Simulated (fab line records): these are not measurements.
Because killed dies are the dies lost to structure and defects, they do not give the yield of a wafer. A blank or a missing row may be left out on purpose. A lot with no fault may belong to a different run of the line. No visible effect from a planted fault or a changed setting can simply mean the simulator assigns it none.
fab line records ; flow nandHarc
record lots=6; wafers=18; lastDay=32
route steps=1302 shown A_CONTACT@1073 END@1302
lots that met no fault: from a run of the same line without faults
startH: start of the lot's first displayed wafer, in hours after the record's first day ; waitH: hours elapsed since this lot's preceding step ; " identical to the entry in the row above ; L1.1+2: a single row standing in for several wafers ; - no value present, or no start provided ; * or withheld: withheld ; < > ~ a bound
route shown NAME@n: NAME is a module with steps in the file, n the number in the route of the first one ; usual: the fault-free wafers' mean and standard deviation ; same: alike in all rows ; chamber/n: place in a boat ; sites: the reading at each site ; _std_site: the values' standard deviation ; _edge_site: the outer-site mean with the inner-site mean subtracted ; radiusMm: how far each site lies from the wafer's centre ; mask NAME#n: copy n ; behind: the most recent tool/chamber to have shaped the wafer ; hold: cause of the lot's hold/its duration in hours/its outcome ; device: the transistor (n, p or np) that didn't switch ; end of line: the tests these same wafers got at the end of their route ; a step without rows: its recipe alone ; killed: not the wafer's yield, but the dies lost to structure and defects at the first sort ; map: the dies of a wafer, with x for killed, . for not killed, _ for no die there
set.NAME: setting as actually run; set.NAME@STEP: the setting as run at that earlier step ; model.NAME: the simulator's own value behind a step, which no gauge read
lots at some steps of the route; a table a step, a row a wafer
services: when a tool's chamber went out of use (startH, in hours from the record's first day, below 0 if earlier), for how many hours, and the reason
## steps
# step NHARC_A_CONTACT_SOFTBAKE_03
# recipe tempC=105; timeS=55
# step NHARC_A_CONTACT_EBR_04
# step NHARC_A_CONTACT_EXPOSE_05
# recipe na=1.35; sigmaOuter=0.8; doseMj=84.24; maskId=A_CC
# step NHARC_A_CONTACT_PEB_06
# recipe pebTempC=100; pebTimeS=65
# step NHARC_A_CONTACT_DEVELOP_07
# recipe developTimeS=35; devTempC=23
# step NHARC_A_CONTACT_CD_MEAS_08
# recipe targetCdNm=200; landingEnergyEv=500
# usual cdNm=200.1/0.7
# same landingEnergyEv=500
lot.wafer;tool;chamber;startH;waitH;cdNm
L586.1;cdSem-02;0;540.03;-;201.0
L586.4;cdSem-02;0;540.03;-;199.4
L586.6;cdSem-02;0;540.03;-;200.8
L592.4;cdSem-02;0;612.89;-;199.8
L592.5;cdSem-02;0;612.89;-;199.6
L592.6;cdSem-02;0;612.89;-;199.6
L595.3;cdSem-02;0;632.12;-;199.6
L595.4;cdSem-02;0;632.12;-;200.4
L595.6;cdSem-02;0;632.12;-;200.3
L601.3;cdSem-02;0;692.70;-;198.5
L601.5;cdSem-02;0;692.70;-;199.3
L601.6;cdSem-02;0;692.70;-;198.9
L599.1;cdSem-01;0;696.31;-;199.8
L599.3;cdSem-01;0;696.31;-;200.3
L599.4;cdSem-01;0;696.31;-;199.6
L603.2;cdSem-02;0;716.22;-;201.0
L603.3;cdSem-02;0;716.22;-;200.9
L603.6;cdSem-02;0;716.22;-;200.7
# step NHARC_A_CONTACT_OVL_MEAS_09
# usual overlayXNm=0.0/0.85; overlayYNm=0.1/0.91
lot.wafer;tool;chamber;startH;waitH;overlayXNm;overlayYNm
L586.1;overlay-02;-;540.11;-;-1.1;0.7
L586.4;overlay-02;-;540.11;-;-1.0;0.9
L586.6;overlay-02;-;540.11;-;-0.9;0.0
L592.4;overlay-01;-;612.97;-;0.5;1.7
L592.5;overlay-01;-;612.97;-;0.1;1.3
L592.6;overlay-01;-;612.97;-;0.4;0.7
L595.3;overlay-02;-;632.21;-;-0.8;0.9
L595.4;overlay-02;-;632.21;-;-0.7;0.9
L595.6;overlay-02;-;632.21;-;-1.3;1.2
L601.3;overlay-02;-;692.78;-;0.1;1.1
L601.5;overlay-02;-;692.78;-;0.0;0.7
L601.6;overlay-02;-;692.78;-;0.4;1.0
L599.1;overlay-02;-;696.40;-;0.4;-0.8
L599.3;overlay-02;-;696.40;-;0.0;-0.6
L599.4;overlay-02;-;696.40;-;0.3;-0.7
L603.2;overlay-01;-;716.30;-;-0.3;0.0
L603.3;overlay-01;-;716.30;-;-0.1;0.7
L603.6;overlay-01;-;716.30;-;0.4;0.2
# step NHARC_A_CONTACT_INSPECT_10
# usual rawDefectCount=84/44
lot.wafer;tool;chamber;startH;waitH;rawDefectCount
L586.1;defectInspect-02;-;540.15;0.0;177
L586.4;defectInspect-02;-;540.15;0.0;156
L586.6;defectInspect-02;-;540.15;0.0;168
L592.4;defectInspect-01;-;613.01;0.0;76
L592.5;defectInspect-01;-;613.01;0.0;79
L592.6;defectInspect-01;-;613.01;0.0;76
L595.3;defectInspect-02;-;632.24;0.0;120
L595.4;defectInspect-02;-;632.24;0.0;134
L595.6;defectInspect-02;-;632.24;0.0;164
L601.3;defectInspect-02;-;692.82;0.0;151
L601.5;defectInspect-02;-;692.82;0.0;130
L601.6;defectInspect-02;-;692.82;0.0;154
L599.1;defectInspect-01;-;696.44;0.0;98
L599.3;defectInspect-01;-;696.44;0.0;100
L599.4;defectInspect-01;-;696.44;0.0;103
L603.2;defectInspect-02;-;716.34;0.0;123
L603.3;defectInspect-02;-;716.34;0.0;108
L603.6;defectInspect-02;-;716.34;0.0;123
# step NHARC_A_CONTACT_DESCUM_13
# recipe timeS=3; o2FlowSccm=200; arFlowSccm=0; biasPowerW=0; chemistry=O2
# usual drypumpMotorCurrentA=5.48/0.25; mfcArSccm=0.009/0.014; oesProductAu=1.000/0.0096; rfVppV=58.0/0.87; showerheadPlenumPTorr=1.95/0.097; throttleValvePct=11.312/0.0095
# same biasPowerW=0
lot.wafer;tool;chamber;startH;waitH;drypumpMotorCurrentA;mfcArSccm;oesProductAu;rfHoursCounterH;rfVppV;showerheadPlenumPTorr;throttleValvePct
L586.4;rieDiel-03;2;540.21;0.1;5.13;0;0.990;12;57.4;2.01;11.313
L586.1;rieDiel-03;1;540.21;0.1;5.30;0;0.997;13;56.4;1.77;11.307
L586.6;rieDiel-03;3;540.21;0.1;5.68;0.032;0.984;-;57.1;1.97;11.325
L592.4;rieDiel-03;0;613.09;0.1;5.63;0;1.012;27;58.0;2.00;11.329
L592.6;rieDiel-03;0;613.09;0.1;5.63;0;1.006;-;57.9;2.00;11.318
L592.5;rieDiel-03;1;613.09;0.1;5.31;0;1.005;-;56.2;1.77;11.312
L595.3;rieDiel-03;0;632.30;0.1;5.64;0;1.003;31;56.6;1.99;11.300
L595.4;rieDiel-03;3;632.30;0.1;5.68;0.032;0.975;31;57.7;1.97;11.304
L595.6;rieDiel-03;0;632.30;0.1;5.63;0;0.994;-;57.5;1.99;11.297
L601.3;rieDiel-05;3;692.88;0.1;5.15;0.029;1.005;27;59.1;1.94;11.305
L601.6;rieDiel-05;3;692.88;0.1;5.15;0.029;1.006;-;58.1;1.95;11.299
L601.5;rieDiel-05;0;692.88;0.1;5.56;0.025;0.993;-;57.1;2.03;11.317
L599.4;rieDiel-05;3;696.50;0.1;5.18;0.029;1.010;29;58.4;1.94;11.314
L599.3;rieDiel-05;1;696.50;0.1;5.29;0.003;0.999;35;57.6;1.79;11.317
L599.1;rieDiel-05;2;696.50;0.1;6.47;0;0.985;30;58.3;2.07;11.335
L603.3;rieDiel-13;1;716.41;0.1;5.53;0;1.002;3;58.0;1.82;11.318
L603.2;rieDiel-13;3;716.41;0.1;5.70;0;1.008;6;57.7;1.84;11.296
L603.6;rieDiel-13;1;716.41;0.1;5.54;0;1.015;-;58.2;1.82;11.315
# step NHARC_A_CONTACT_ETCH_88
# recipe targetDepthA=390; overEtchFrac=0.3; timeS=65; ionEnergyEv=80; cf4FlowSccm=150; arFlowSccm=0; rfW=300; biasW=100; chemistry=CF4
# usual drypumpMotorCurrentA=5.48/0.26; mfcArSccm=0.009/0.014; oesProductAu=1.000/0.0095; rfVppV=151.6/1.2; runLengthS=86.4/0.46; showerheadPlenumPTorr=1.79/0.083; throttleValvePct=13.285/0.0091
lot.wafer;tool;chamber;startH;waitH;drypumpMotorCurrentA;mfcArSccm;oesProductAu;rfHoursCounterH;rfVppV;runLengthS;showerheadPlenumPTorr;throttleValvePct
L586.4;rieDiel-03;3;540.30;0.1;5.65;0.032;0.996;13;150.6;86.6;1.82;13.296
L586.1;rieDiel-03;2;540.30;0.1;5.15;0;1.007;12;153.1;86.2;1.85;13.278
L586.6;rieDiel-03;0;540.30;0.1;5.67;0;0.993;-;152.2;86.7;1.84;13.288
L592.4;rieDiel-03;0;613.19;0.1;5.66;0;0.998;27;151.5;86.7;1.84;13.298
L592.6;rieDiel-03;2;613.19;0.1;5.11;0;1.009;-;151.9;86.3;1.85;13.264
L592.5;rieDiel-03;3;613.19;0.1;5.67;0.032;0.988;-;151.1;87.1;1.81;13.284
L595.3;rieDiel-03;3;632.39;0.1;5.66;0.032;0.989;31;151.5;87.1;1.81;13.287
L595.4;rieDiel-03;2;632.39;0.1;5.18;0;1.005;27;151.6;86.2;1.85;13.297
L595.6;rieDiel-03;3;632.39;0.1;5.69;0.032;0.987;-;152.3;86.8;1.81;13.289
L601.3;rieDiel-05;0;692.96;0.1;5.57;0.025;0.996;33;151.7;86.5;1.87;13.286
L601.6;rieDiel-05;0;692.96;0.1;5.56;0.025;0.994;-;151.9;86.2;1.87;13.291
L601.5;rieDiel-05;1;692.96;0.1;5.26;0.003;1.006;-;150.6;86.0;1.66;13.287
L599.4;rieDiel-05;0;696.59;0.1;5.55;0.025;0.998;34;153.0;86.2;1.87;13.270
L599.1;rieDiel-05;1;696.59;0.1;5.30;0.003;1.000;35;150.9;86.4;1.66;13.290
L599.3;rieDiel-05;2;696.59;0.1;6.43;0;0.993;30;154.0;86.5;1.90;13.292
L603.2;rieDiel-13;3;716.49;0.1;5.68;0;1.011;6;150.7;86.6;1.71;13.283
L603.3;rieDiel-13;1;716.49;0.1;5.53;0;0.991;3;150.3;86.1;1.69;13.271
L603.6;rieDiel-13;3;716.49;0.1;5.67;0;1.007;-;149.6;86.2;1.71;13.283
# step NHARC_A_CONTACT_ETCH_89
# recipe targetDepthA=2600; overEtchFrac=0.3; timeS=475.3; ionEnergyEv=200; n2FlowSccm=150; h2FlowSccm=150; arFlowSccm=0; rfW=400; biasW=150; chemistry=N2/H2
# usual drypumpMotorCurrentA=5.48/0.28; mfcArSccm=0.009/0.013; oesProductAu=1.000/0.0087; rfVppV=431/3.1; runLengthS=496.7/0.48; showerheadPlenumPTorr=2.07/0.11; throttleValvePct=14.171/0.0099
lot.wafer;tool;chamber;startH;waitH;drypumpMotorCurrentA;mfcArSccm;oesProductAu;rfHoursCounterH;rfVppV;runLengthS;showerheadPlenumPTorr;throttleValvePct
L586.1;rieDiel-03;1;-;-;5.29;0;1.003;13;425;496.0;1.88;14.190
L586.4;rieDiel-03;2;-;-;5.14;0;1.009;12;434;496.5;2.14;14.159
L586.6;rieDiel-03;1;-;-;5.28;0;1.004;-;426;496.2;1.88;14.163
L592.4;rieDiel-03;2;-;-;5.14;0;1.012;25;433;497.0;2.14;14.177
L592.5;rieDiel-03;0;-;-;5.68;0;1.003;-;433;497.5;2.13;14.170
L592.6;rieDiel-03;1;-;-;5.28;0;0.999;-;427;495.8;1.88;14.190
L595.4;rieDiel-03;1;-;-;5.31;0;1.004;27;426;495.8;1.88;14.158
L595.3;rieDiel-03;0;-;-;5.67;0;1.011;31;433;496.9;2.13;14.170
L595.6;rieDiel-03;2;-;-;5.17;0;1.008;-;433;496.7;2.14;14.154
L601.3;rieDiel-05;1;-;-;5.31;0.003;1.008;34;427;496.3;1.91;14.158
L601.6;rieDiel-05;2;-;-;6.49;0;0.991;-;437;496.9;2.21;14.172
L601.5;rieDiel-05;3;-;-;5.18;0.029;1.016;-;430;495.8;2.07;14.169
L599.4;rieDiel-05;1;-;-;5.29;0.003;1.003;35;426;496.7;1.90;14.175
L599.1;rieDiel-05;2;-;-;6.44;0;0.996;31;435;496.8;2.21;14.177
L599.3;rieDiel-05;3;-;-;5.20;0.029;1.007;29;433;496.0;2.07;14.186
L603.2;rieDiel-13;0;-;-;5.29;0.002;0.991;5;435;497.2;2.22;14.179
L603.3;rieDiel-13;1;-;-;5.55;0;0.996;3;427;496.1;1.93;14.177
L603.6;rieDiel-13;1;-;-;5.56;0;0.980;-;430;496.0;1.93;14.163
# step NHARC_A_CONTACT_ETCH_30
# recipe targetDepthA=726; timeS=36.3; cf4FlowSccm=100; chf3FlowSccm=30; arFlowSccm=0; rfW=500; biasW=200; chemistry=CF4/CHF3
# usual drypumpMotorCurrentA=5.45/0.26; mfcArSccm=0.008/0.013; oesProductAu=0.930/0.018; rfVppV=371.2/2.8; runLengthS=57.7/0.45; showerheadPlenumPTorr=1.59/0.079; throttleValvePct=16.802/0.01
lot.wafer;tool;chamber;startH;waitH;drypumpMotorCurrentA;mfcArSccm;oesProductAu;rfHoursCounterH;rfVppV;runLengthS;showerheadPlenumPTorr;throttleValvePct
L586.1;rieDiel-03;2;-;-;5.14;0;0.927;13;374.5;57.6;1.65;16.808
L586.4;rieDiel-03;0;-;-;5.64;0;0.921;14;372.3;58.2;1.64;16.795
L586.6;rieDiel-03;2;-;-;5.16;0;0.932;-;373.3;57.8;1.65;16.802
L592.4;rieDiel-03;0;-;-;5.62;0;0.924;28;373.9;58.0;1.64;16.800
L592.6;rieDiel-03;0;-;-;5.64;0;0.929;-;372.1;58.0;1.64;16.788
L592.5;rieDiel-03;1;-;-;5.31;0;0.921;-;367.5;57.1;1.46;16.808
L595.4;rieDiel-03;2;-;-;5.18;0;0.923;27;373.0;57.9;1.64;16.805
L595.3;rieDiel-03;3;-;-;5.66;0.032;0.901;31;372.8;57.8;1.61;16.810
L595.6;rieDiel-03;0;-;-;5.62;0;0.924;-;372.7;58.0;1.64;16.817
L601.3;rieDiel-05;0;-;-;5.57;0.025;0.957;33;374.1;57.7;1.66;16.802
L601.6;rieDiel-05;3;-;-;5.12;0.029;0.960;-;371.6;56.8;1.60;16.805
L601.5;rieDiel-05;0;-;-;5.58;0.025;0.958;-;374.0;57.5;1.66;16.801
L599.3;rieDiel-05;3;-;-;5.17;0.029;0.921;29;372.3;56.9;1.60;16.809
L599.1;rieDiel-05;0;-;-;5.57;0.025;0.922;34;373.2;57.5;1.66;16.804
L599.4;rieDiel-05;2;-;-;6.48;0;0.907;31;374.2;57.9;1.69;16.792
L603.2;rieDiel-13;3;-;-;5.68;0;0.932;6;367.8;57.6;1.52;16.810
L603.3;rieDiel-13;0;-;-;5.28;0.002;0.924;6;373.9;58.6;1.70;16.809
L603.6;rieDiel-13;1;-;-;5.55;0;0.929;-;368.3;57.4;1.50;16.810
# step NHARC_A_CONTACT_ETCH_31
# recipe targetDepthA=28000; overEtchFrac=0.3; timeS=728; ionEnergyEv=150; o2FlowSccm=400; cosFlowSccm=20; arFlowSccm=0; rfW=500; biasW=300; chemistry=O2/COS
# usual drypumpMotorCurrentA=5.50/0.28; mfcArSccm=0.008/0.013; oesProductAu=1.001/0.0091; rfVppV=314.6/2.4; runLengthS=749.4/0.45; showerheadPlenumPTorr=3.16/0.15; throttleValvePct=28.330/0.008
lot.wafer;tool;chamber;startH;waitH;drypumpMotorCurrentA;mfcArSccm;oesProductAu;rfHoursCounterH;rfVppV;runLengthS;showerheadPlenumPTorr;throttleValvePct
L586.1;rieDiel-03;0;541.22;-;5.66;0;0.992;14;316.6;749.8;3.25;28.325
L586.4;rieDiel-03;1;541.22;-;5.30;0;1.000;13;310.8;748.8;2.90;28.335
L586.6;rieDiel-03;3;541.22;-;5.66;0.032;0.987;-;315.3;749.7;3.21;28.329
L592.4;rieDiel-03;2;613.85;-;5.16;0;1.018;25;313.9;749.8;3.26;28.326
L592.6;rieDiel-03;3;613.85;-;5.66;0.032;0.995;-;314.9;749.7;3.20;28.327
L592.5;rieDiel-03;0;613.85;-;5.70;0;0.994;-;315.2;490.8;3.25;28.329
L595.4;rieDiel-03;3;633.01;-;5.68;0.032;0.994;31;315.4;750.0;3.20;28.339
L595.3;rieDiel-03;0;633.01;-;5.70;0;1.000;31;318.0;490.7;3.25;28.317
L595.6;rieDiel-03;2;633.01;-;5.16;0;1.003;-;315.8;749.3;3.26;28.331
L601.3;rieDiel-05;1;693.53;-;5.29;0.003;1.004;34;310.9;749.2;2.93;28.322
L601.6;rieDiel-05;0;693.53;-;5.55;0.025;1.005;-;316.7;749.7;3.30;28.334
L601.5;rieDiel-05;1;693.53;-;5.29;0.003;0.991;-;311.1;749.1;2.93;28.339
L599.3;rieDiel-05;2;697.10;-;6.47;0;0.990;31;316.4;749.3;3.36;28.324
L599.1;rieDiel-05;3;697.10;-;5.18;0.029;1.017;29;315.8;748.7;3.17;28.334
L599.4;rieDiel-05;1;697.10;-;5.31;0.003;0.994;36;310.4;749.1;2.93;28.331
L603.3;rieDiel-13;2;717.17;-;5.63;0.025;0.999;4;311.7;749.9;3.03;28.347
L603.2;rieDiel-13;3;717.17;-;5.71;0;0.997;6;312.0;749.2;3.01;28.326
L603.6;rieDiel-13;3;717.17;-;5.71;0;1.003;-;311.8;749.5;3.01;28.338
# step NHARC_A_CONTACT_ETCH_134
# recipe sourceW=withheld; pressureMtorr=20; biasV=withheld; timeS=140; targetDepthA=7000; arFlowSccm=withheld; c4f8FlowSccm=withheld; o2FlowSccm=withheld; chemistry=C4F8/O2/Ar
# usual runLengthS=141.3/0.58
lot.wafer;tool;chamber;startH;waitH;rfHoursCounterH;runLengthS
L586.1;harCapEtch-02;0;541.69;-;91;140.9
L586.4;harCapEtch-02;1;541.69;-;-;140.9
L586.6;harCapEtch-02;1;541.69;-;-;140.8
L592.4;harCapEtch-01;0;614.32;-;-;140.6
L592.6;harCapEtch-01;1;614.32;-;-;142.1
L592.5;harCapEtch-01;0;614.32;-;-;141.1
L595.3;harCapEtch-01;0;633.49;-;-;140.7
L595.4;harCapEtch-01;1;633.49;-;-;141.5
L595.6;harCapEtch-01;1;633.49;-;-;141.7
L601.3;harCapEtch-02;0;694.07;-;-;141.2
L601.6;harCapEtch-02;0;694.07;-;-;141.3
L601.5;harCapEtch-02;1;694.07;-;-;140.5
L599.1;harCapEtch-02;1;697.62;-;117;140.4
L599.4;harCapEtch-02;1;697.62;-;-;140.5
L599.3;harCapEtch-02;0;697.62;-;-;140.9
L603.2;harCapEtch-03;1;717.70;-;83;142.0
L603.3;harCapEtch-03;0;717.70;-;-;141.1
L603.6;harCapEtch-03;1;717.70;-;-;141.9
# step NHARC_END_SORT_01
# recipe tempC=25
# usual killedAtArray=59/24; killedAtOther=0.7/1.2; killedAtPeriphery=3.5/2.6; killedDies=63/24; killedOpen=3.2/2.1; killedShort=2.4/1.5
# same grossDies=677
lot.wafer;tool;chamber;startH;waitH;killedAtArray;killedAtOther;killedAtPeriphery;killedDies;killedOpen;killedShort
L592.5;prober-01;0;671.92;3.8;671;1;5;677;2;2
L595.3;prober-01;0;683.05;3.1;673;0;4;677;2;2
L601.3;prober-01;0;746.83;3.1;85;0;2;87;1;1
L601.5;prober-01;0;748.44;3.7;92;0;2;94;4;3
L601.6;prober-01;0;749.24;4.0;103;0;3;106;2;6
# killed by level:class
L592.5 A_CONTACT:areaEtch=621 A_CHANNEL_HOLE_D1:chamberFilmFlake=29 A_CHANNEL_HOLE_D2:chamberFilmFlake=12 A_CONTACT:chamberFilmFlake=7 P_CONTACT:geometricParticle:short=1 P_CONTACT:geometricParticle:open=1 P_M2:geometricParticle:short=1 A_SOURCE_PLATE:geometricParticle:open=1
L595.3 A_CONTACT:areaEtch=593 A_CHANNEL_HOLE_D1:chamberFilmFlake=37 A_SLIT:chamberFilmFlake=19 A_CHANNEL_HOLE_D2:chamberFilmFlake=13 P_STI:chamberFilmFlake=3 A_CONTACT:chamberFilmFlake=2 A_ONON_D1:geometricParticle:open=1 A_DECK1_JOINT:geometricParticle:short=1
L601.3 A_CHANNEL_HOLE_D1:chamberFilmFlake=36 A_SLIT:chamberFilmFlake=25 A_CHANNEL_HOLE_D2:chamberFilmFlake=15 A_ZERO_WELL:chamberFilmFlake=2 A_DECK1_JOINT:chamberFilmFlake=2 A_STAIRCASE:chamberFilmFlake=2 P_M0:geometricParticle:open=1 A_CHANNEL_FILL_D1:geometricParticle:short=1
L601.5 A_SLIT:chamberFilmFlake=32 A_CHANNEL_HOLE_D1:chamberFilmFlake=29 A_CHANNEL_HOLE_D2:chamberFilmFlake=18 A_STAIRCASE:chamberFilmFlake=3 A_CHANNEL_FILL_D2:geometricParticle:open=2 A_CHANNEL_FILL_D1:chamberFilmFlake=2 A_CONTACT:chamberFilmFlake=2 P_STI:geometricParticle:short=1
L601.6 A_SLIT:chamberFilmFlake=35 A_CHANNEL_HOLE_D2:chamberFilmFlake=28 A_CHANNEL_HOLE_D1:chamberFilmFlake=27 A_CONTACT:chamberFilmFlake=3 A_WL_FILL:geometricParticle:short=2 P_GATE:chamberFilmFlake=2 P_M0:geometricParticle:short=1 A_DECK1_JOINT:geometricParticle:short=1
# map L592.5 (x killed, . not)
____________x____________
_________xxxxxxx_________
_______xxxxxxxxxxx_______
______xxxxxxxxxxxxx______
_____xxxxxxxxxxxxxxx_____
____xxxxxxxxxxxxxxxxx____
____xxxxxxxxxxxxxxxxx____
___xxxxxxxxxxxxxxxxxxx___
___xxxxxxxxxxxxxxxxxxx___
__xxxxxxxxxxxxxxxxxxxxx__
__xxxxxxxxxxxxxxxxxxxxx__
_xxxxxxxxxxxxxxxxxxxxxxx_
_xxxxxxxxxxxxxxxxxxxxxxx_
_xxxxxxxxxxxxxxxxxxxxxxx_
_xxxxxxxxxxxxxxxxxxxxxxx_
_xxxxxxxxxxxxxxxxxxxxxxx_
xxxxxxxxxxxxxxxxxxxxxxxxx
xxxxxxxxxxxxxxxxxxxxxxxxx
xxxxxxxxxxxxxxxxxxxxxxxxx
xxxxxxxxxxxxxxxxxxxxxxxxx
xxxxxxxxxxxxxxxxxxxxxxxxx
_xxxxxxxxxxxxxxxxxxxxxxx_
_xxxxxxxxxxxxxxxxxxxxxxx_
_xxxxxxxxxxxxxxxxxxxxxxx_
_xxxxxxxxxxxxxxxxxxxxxxx_
_xxxxxxxxxxxxxxxxxxxxxxx_
__xxxxxxxxxxxxxxxxxxxxx__
__xxxxxxxxxxxxxxxxxxxxx__
___xxxxxxxxxxxxxxxxxxx___
___xxxxxxxxxxxxxxxxxxx___
____xxxxxxxxxxxxxxxxx____
____xxxxxxxxxxxxxxxxx____
_____xxxxxxxxxxxxxxx_____
______xxxxxxxxxxxxx______
_______xxxxxxxxxxx_______
_________xxxxxxx_________
____________x____________
# map L595.3 (x killed, . not)
____________x____________
_________xxxxxxx_________
_______xxxxxxxxxxx_______
______xxxxxxxxxxxxx______
_____xxxxxxxxxxxxxxx_____
____xxxxxxxxxxxxxxxxx____
____xxxxxxxxxxxxxxxxx____
___xxxxxxxxxxxxxxxxxxx___
___xxxxxxxxxxxxxxxxxxx___
__xxxxxxxxxxxxxxxxxxxxx__
__xxxxxxxxxxxxxxxxxxxxx__
_xxxxxxxxxxxxxxxxxxxxxxx_
_xxxxxxxxxxxxxxxxxxxxxxx_
_xxxxxxxxxxxxxxxxxxxxxxx_
_xxxxxxxxxxxxxxxxxxxxxxx_
_xxxxxxxxxxxxxxxxxxxxxxx_
xxxxxxxxxxxxxxxxxxxxxxxxx
xxxxxxxxxxxxxxxxxxxxxxxxx
xxxxxxxxxxxxxxxxxxxxxxxxx
xxxxxxxxxxxxxxxxxxxxxxxxx
xxxxxxxxxxxxxxxxxxxxxxxxx
_xxxxxxxxxxxxxxxxxxxxxxx_
_xxxxxxxxxxxxxxxxxxxxxxx_
_xxxxxxxxxxxxxxxxxxxxxxx_
_xxxxxxxxxxxxxxxxxxxxxxx_
_xxxxxxxxxxxxxxxxxxxxxxx_
__xxxxxxxxxxxxxxxxxxxxx__
__xxxxxxxxxxxxxxxxxxxxx__
___xxxxxxxxxxxxxxxxxxx___
___xxxxxxxxxxxxxxxxxxx___
____xxxxxxxxxxxxxxxxx____
____xxxxxxxxxxxxxxxxx____
_____xxxxxxxxxxxxxxx_____
______xxxxxxxxxxxxx______
_______xxxxxxxxxxx_______
_________xxxxxxx_________
____________x____________
## services
tool;chamber;startH;hours;kind
rieDiel-03;0;516.39;-;clean
rieDiel-03;1;516.39;-;clean
rieDiel-03;2;516.39;-;clean
rieDiel-03;3;516.39;-;clean
rieDiel-05;3;519.22;5.4;repair
rieDiel-13;-;520.19;9.0;pm
harCapEtch-03;-;529.17;1.1;repair
rieDiel-03;0;541.10;-;clean
rieDiel-03;1;541.10;-;clean
rieDiel-03;2;541.10;-;clean
rieDiel-03;3;541.10;-;clean
rieDiel-03;0;566.13;-;clean
rieDiel-03;1;566.13;-;clean
rieDiel-03;2;566.13;-;clean
rieDiel-03;3;566.13;-;clean
rieDiel-05;-;583.68;9.0;pm
rieDiel-03;-;588.78;0.5;repair
rieDiel-03;0;590.63;-;clean
rieDiel-03;1;590.63;-;clean
rieDiel-03;2;590.63;-;clean
rieDiel-03;-;635.35;9.0;pm
rieDiel-13;0;666.80;4.1;repair
rieDiel-13;-;698.15;9.0;pm
rieDiel-03;2;716.99;10.6;repair
## key
firstSign step=NHARC_A_CONTACT_ETCH_31; reading=runLengthS; direction=down; sigmas=99+; usual=*; struck=*
effect step=NHARC_END_SORT_01; reading=killedAtArray; direction=up; sigmas=26; usual=59; struck=672
moreKillsBornAt NHARC_A_CONTACT_ETCH_31@rieDiel-03=1214
metAt NHARC_A_CONTACT_ETCH_31
struckWafers L592.5,L595.3
laterRowsLeftOut L592.5,L595.3
testerLeftOut L592,L595
onsetBetween 541.22 613.85
fault kind=processParameterDrift; tool=rieDiel-03; chamber=0; onsetH=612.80; steps=NHARC_A_CONTACT_ETCH_31; channel=timeS; offset=*; shape=step; endH=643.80; actsIn=*; stated=*
# testerLeftOut: of these lots the tester's yield and bins aren't shown, on N5 and GAA mostly nor the transistor test; their killed dies are dies lost to structure and defects alone, not to doping, threshold or leakage, so they don't give the yield
# laterRowsLeftOut: the simulator's readings of these wafers behind a module that went badly wrong aren't trusted and aren't shown, but for the sort
